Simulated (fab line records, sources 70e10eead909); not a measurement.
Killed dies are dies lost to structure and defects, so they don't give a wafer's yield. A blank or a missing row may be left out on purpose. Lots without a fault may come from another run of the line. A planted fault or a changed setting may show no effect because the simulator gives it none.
Which tool did it? | flow nand_harc | 13 lots, 39 wafers sampled, at 5 steps of a route of 1159

WHAT THE GAUGES READ, wafer by wafer
NHARC_END_SORT_01. Usual: killed_at_array 27, standard deviation 11; killed_at_other 0.6, standard deviation 1; killed_at_periphery 3.0, standard deviation 2.1; killed_dies 31, standard deviation 12; killed_open 3.2, standard deviation 1.7; killed_short 1.7, standard deviation 1.4.
lot  | measured     | on        | killed_at_array | killed_at_other | killed_at_periphery | killed_dies | killed_open | killed_short | flag
L342 | day 22 09:09 | prober-02 | 402 429 10      | 0 0 0           | 1 2 2               | 403 431 12  | 1 4 3       | 1 0 1        | OFF

WHICH TOOL RAN EACH LOT (tool, then ch and the chambers of the sampled wafers, then the start)
lot  | NHARC_A_CONTACT_DEP_84        | NHARC_THIN_TSV_CMP_01         | NHARC_THIN_TSV_DEGAS_53      | NHARC_THIN_TSV_ETCH_36
L329 | acl_dep-03 ch 0, day 16 18:44 | cmp-03 ch 0,1,3, day 19 01:19 | pvd_sputter-02, day 19 07:24 | rie_metal-03 ch 0,1, day 19 09:08
L332 | acl_dep-03 ch 0, day 17 03:41 | cmp-03 ch 0,1,2, day 19 02:29 | pvd_sputter-02, day 19 08:44 | rie_metal-02 ch 0,1, day 19 10:16
L330 | acl_dep-02 ch 0, day 17 05:58 | cmp-04 ch 2,3, day 19 03:42   | pvd_sputter-01, day 19 10:01 | rie_metal-01 ch 0,1, day 19 11:44
L331 | acl_dep-03 ch 0, day 17 13:46 | cmp-02 ch 0,2,3, day 19 04:52 | pvd_sputter-02, day 19 11:08 | rie_metal-03 ch 0,1, day 19 12:50
L333 | acl_dep-01 ch 0, day 17 15:31 | cmp-03 ch 0,1,3, day 19 11:13 | pvd_sputter-03, day 19 17:29 | rie_metal-01 ch 0,1, day 19 19:03
L335 | acl_dep-01 ch 0, day 18 10:22 | cmp-02 ch 2,3, day 20 00:35   | pvd_sputter-01, day 20 06:56 | rie_metal-01 ch 0, day 20 08:38
L342 | acl_dep-01 ch 0, day 19 23:10 | cmp-02 ch 2, day 21 16:40     | pvd_sputter-02, day 21 23:08 | rie_metal-02 ch 1, day 22 00:42
L345 | acl_dep-03 ch 0, day 20 21:38 | cmp-04 ch 0,3, day 22 19:56   | pvd_sputter-01, day 23 01:58 | rie_metal-01 ch 0,1, day 23 03:39
L347 | acl_dep-03 ch 0, day 21 10:50 | cmp-03 ch 0,2,3, day 23 04:05 | pvd_sputter-02, day 23 10:17 | rie_metal-02 ch 0,1, day 23 12:00
L348 | acl_dep-03 ch 0, day 22 04:05 | cmp-02 ch 1,3, day 23 21:27   | pvd_sputter-01, day 24 03:39 | rie_metal-02 ch 0,1, day 24 05:13
L350 | acl_dep-02 ch 0, day 22 06:11 | cmp-03 ch 0,2,3, day 24 08:35 | pvd_sputter-03, day 24 14:46 | rie_metal-03 ch 0,1, day 24 16:29
L351 | acl_dep-03 ch 0, day 23 05:28 | cmp-03 ch 2,3, day 24 20:14   | pvd_sputter-03, day 25 02:15 | rie_metal-02 ch 0,1, day 25 03:49
L352 | acl_dep-03 ch 0, day 23 21:36 | cmp-02 ch 2,3, day 26 03:47   | pvd_sputter-02, day 26 10:22 | rie_metal-02 ch 0,1, day 26 12:04
- NHARC_A_CONTACT_DEP_84: deposits aC, target thk 2000 nm.
- NHARC_THIN_TSV_CMP_01: polishes.
- NHARC_THIN_TSV_DEGAS_53: time 60 s.
- NHARC_THIN_TSV_ETCH_36: etches the open film in Cl2/BCl3, target depth 65 nm, time 18.571 s.

WHAT THE TOOLS THEMSELVES READ (means of the sampled wafers that have a number; where no wafer has one, the mark that the record gives instead)
NHARC_A_CONTACT_DEP_84. Usual: throttle_valve_pct 35.000 %, standard deviation 0.0085.
lot  | tool       | throttle_valve_pct (%) | flag
L329 | acl_dep-03 | 35.006                 |
L332 | acl_dep-03 | 34.994                 |
L330 | acl_dep-02 | 34.997                 |
L331 | acl_dep-03 | 35.002                 |
L333 | acl_dep-01 | 34.991                 |
L335 | acl_dep-01 | 34.999                 |
L342 | acl_dep-01 | 35.002                 |
L345 | acl_dep-03 | 35.001                 |
L347 | acl_dep-03 | 35.005                 |
L348 | acl_dep-03 | 35.006                 |
L350 | acl_dep-02 | 35.004                 |
L351 | acl_dep-03 | 34.999                 |
L352 | acl_dep-03 | 35.006                 |

NHARC_THIN_TSV_CMP_01. Usual: motor_current_A 12.2 A, standard deviation 1.3; pad_life_wafers 287, standard deviation 160.
lot  | tool   | motor_current_A (A) | pad_life_wafers | flag
L329 | cmp-03 | 11.8                | 362             |
L332 | cmp-03 | 12.6                | 367             |
L330 | cmp-04 | 12.0                | 110             |
L331 | cmp-02 | 11.3                | 67              |
L333 | cmp-03 | 11.9                | 428             |
L335 | cmp-02 | 12.9                | 156             |
L342 | cmp-02 | 14.0                | -               | OFF
L345 | cmp-04 | 14.6                | 42              |
L347 | cmp-03 | 11.7                | 355             |
L348 | cmp-02 | 11.9                | 97              |
L350 | cmp-03 | 11.8                | 517             |
L351 | cmp-03 | 12.5                | 26              |
L352 | cmp-02 | 12.9                | 428             |

NHARC_THIN_TSV_DEGAS_53. Usual: heater_power_w 474 W, standard deviation 54.
lot  | tool           | heater_power_w (W) | flag
L329 | pvd_sputter-02 | 448                |
L332 | pvd_sputter-02 | 500                |
L330 | pvd_sputter-01 | 490                |
L331 | pvd_sputter-02 | 486                |
L333 | pvd_sputter-03 | 479                |
L335 | pvd_sputter-01 | 461                |
L342 | pvd_sputter-02 | 420                |
L345 | pvd_sputter-01 | 488                |
L347 | pvd_sputter-02 | 435                |
L348 | pvd_sputter-01 | 456                |
L350 | pvd_sputter-03 | 473                |
L351 | pvd_sputter-03 | 480                |
L352 | pvd_sputter-02 | 421                |

NHARC_THIN_TSV_ETCH_36. Usual: drypump_motor_current_A 5.8 A, standard deviation 0.37; oes_product_au 0.998 a.u., standard deviation 0.01.
lot  | tool         | drypump_motor_current_A (A) | oes_product_au (a.u.) | flag
L329 | rie_metal-03 | 5.8                         | 0.992                 |
L332 | rie_metal-02 | 6.0                         | 1.003                 |
L330 | rie_metal-01 | 5.7                         | 0.994                 |
L331 | rie_metal-03 | 5.8                         | 1.003                 |
L333 | rie_metal-01 | 5.9                         | 1.009                 |
L335 | rie_metal-01 | 6.2                         | 1.005                 |
L342 | rie_metal-02 | 6.3                         | 0.994                 |
L345 | rie_metal-01 | 5.9                         | 0.987                 |
L347 | rie_metal-02 | 5.8                         | 0.984                 |
L348 | rie_metal-02 | 6.0                         | 1.000                 |
L350 | rie_metal-03 | 5.8                         | 0.993                 |
L351 | rie_metal-02 | 6.0                         | 0.993                 |
L352 | rie_metal-02 | 5.7                         | 0.995                 |

THE ANSWER, worked out from the rows above alone
Rule: a lot is off if the mean of its wafers that have a number lies more than 3 standard deviations from the usual mean. A lot without any number at a reading at which 4 lots or more have one is off too. The other lots that the step has rows for count as sound. The gauges are gone through in route order, then the tools' own readings, and for those a lot's mean is taken as printed above. The first step at which some lot is off is used, and at that step the reading that is off furthest; a lot without a number counts as furthest.
Off: L342, at NHARC_END_SORT_01 (killed_at_array). Neither off nor sound, because the step has no rows for them: L329, L332, L330, L331, L333, L335, L345, L347, L348, L350, L351, L352.
A tool fits if, at a process step before that reading, it ran every lot that is off, and no sound lot after the first of them. The gauges at NHARC_END_SORT_01 aren't tried: what is off there is off at NHARC_THIN_TSV_CMP_01 too, on other tools, and a gauge's error can't cause that. Can't be told from this: 4 tools fit, acl_dep-01 at NHARC_A_CONTACT_DEP_84, cmp-02 at NHARC_THIN_TSV_CMP_01, pvd_sputter-02 at NHARC_THIN_TSV_DEGAS_53, rie_metal-02 at NHARC_THIN_TSV_ETCH_36.

WHAT THE SIMULATOR HAD PUT IN
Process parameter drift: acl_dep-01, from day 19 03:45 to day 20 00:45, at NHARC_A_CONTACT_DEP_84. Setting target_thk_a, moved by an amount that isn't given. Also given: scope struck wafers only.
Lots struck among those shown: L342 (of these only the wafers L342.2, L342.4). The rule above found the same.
